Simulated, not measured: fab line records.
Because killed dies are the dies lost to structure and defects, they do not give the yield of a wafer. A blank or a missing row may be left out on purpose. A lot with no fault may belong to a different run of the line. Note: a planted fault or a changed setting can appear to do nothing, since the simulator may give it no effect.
Code-filled problem report in 8D (eight disciplines) form / flow n5 finfet / the parts of the form that need people (team, actions taken, sign-off) are left out

1. WHAT WENT WRONG
Mean of raw defect count at N5_STI_FIN_REVEAL_INSPECT_13: 606 across 2 wafers in 2 lots; on wafers with no fault it is 11 (standard deviation 4.3). That is +99 or more standard deviations from the usual mean.
The step: inspects for defects (darkfield).
The first sign was on wafer L266.4 at day 6 14:10, on defect inspect-01. At this step, 36 wafers from 12 lots have a number in the record. The rule behind "out" and "out of limits": a value lying over 4 standard deviations away from the usual mean. The other wafers with a number count as sound.

2. WHAT IT IS, WHAT IT ISN'T
question=which readings at this step | is=raw defect count | is not=-
question=which lots | is=L266, L272 | is not=L251, L252, L253, L256, L257, L258, L259, L260, L261, L265
question=which wafers of those lots | is=L266.4, L272.3 | is not=L266.2, L266.3, L272.5, L272.6
question=read on which gauges | is=defect inspect-01, defect inspect-02 | is not=-
question=when | is=from day 6 14:10 | is not=up to then (32 sound wafers); but 2 sound wafers of L272 came after

3. SUSPECTS, AND WHAT RULES EACH OUT
Counting: a tool at a process step up to the reading stays a suspect if it ran every lot that is out. Sound lots after the first of them don't rule it out here, since some wafers of a struck lot are sound.
- the gauge at N5_STI_FIN_REVEAL_INSPECT_13 has been ruled out. The wafers that are out were read on 2 gauges (defect inspect-01, defect inspect-02).
- wet bench-05 at N5_STI_FIN_REVEAL_PRECLEAN_18 (cleans in SC2, time 45 s): kept. It processed each lot that is out (first: L266, day 6 14:07); up to then, its last sound lot is L265 (day 6 06:46).
After counting, what remains is wet bench-05 at N5_STI_FIN_REVEAL_PRECLEAN_18.

4. THE CAUSE (what the simulator had put in)
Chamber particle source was wet bench-05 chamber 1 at N5_STI_FIN_REVEAL_PRECLEAN_18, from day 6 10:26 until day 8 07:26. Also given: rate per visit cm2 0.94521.
Only this tool survived the counting.

5. SEQUENCE OF EFFECTS, ordered by route
Rows list readings where the struck wafers' mean (over those with a number) sits beyond 3 standard deviations from the usual. Readings are gone through only where the record gives a usual standard deviation; hours: the median, over the lots, of the time from a lot's start at the first step in this table giving one to that lot's start at this step; sigmas: the change measured in usual standard deviations.
hours=0; step=N5_STI_FIN_REVEAL_INSPECT_13; reading=raw defect count; usual=11; on struck wafers=606; change=+596; sigmas=+99 or more
hours=283; step=N5_PASSIVATION_PROBE_49; reading=killed at front end; usual=40; on struck wafers=148; change=+108; sigmas=+9.0
hours=283; step=N5_PASSIVATION_PROBE_49; reading=killed dies; usual=105; on struck wafers=212; change=+106; sigmas=+6.7
Its process steps:
- N5_PASSIVATION_PROBE_49
At these later measuring or inspecting steps, every struck wafer for which the step has a row has a number for every such reading, and none has moved that far: N5_DUMMY_GATE_THK_MEAS_05.

6. HOW IT WOULD HAVE BEEN CAUGHT EARLIER
4 hours passed between the start of the fault at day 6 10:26 and the first reading out of limits at a measuring or inspecting step in this record, taken at day 6 14:10.
L272, from the lots that are out (2), started N5_STI_FIN_REVEAL_PRECLEAN_18 on wet bench-05 later than day 6 14:10. It would have been spared by a hold on the tool at that moment.
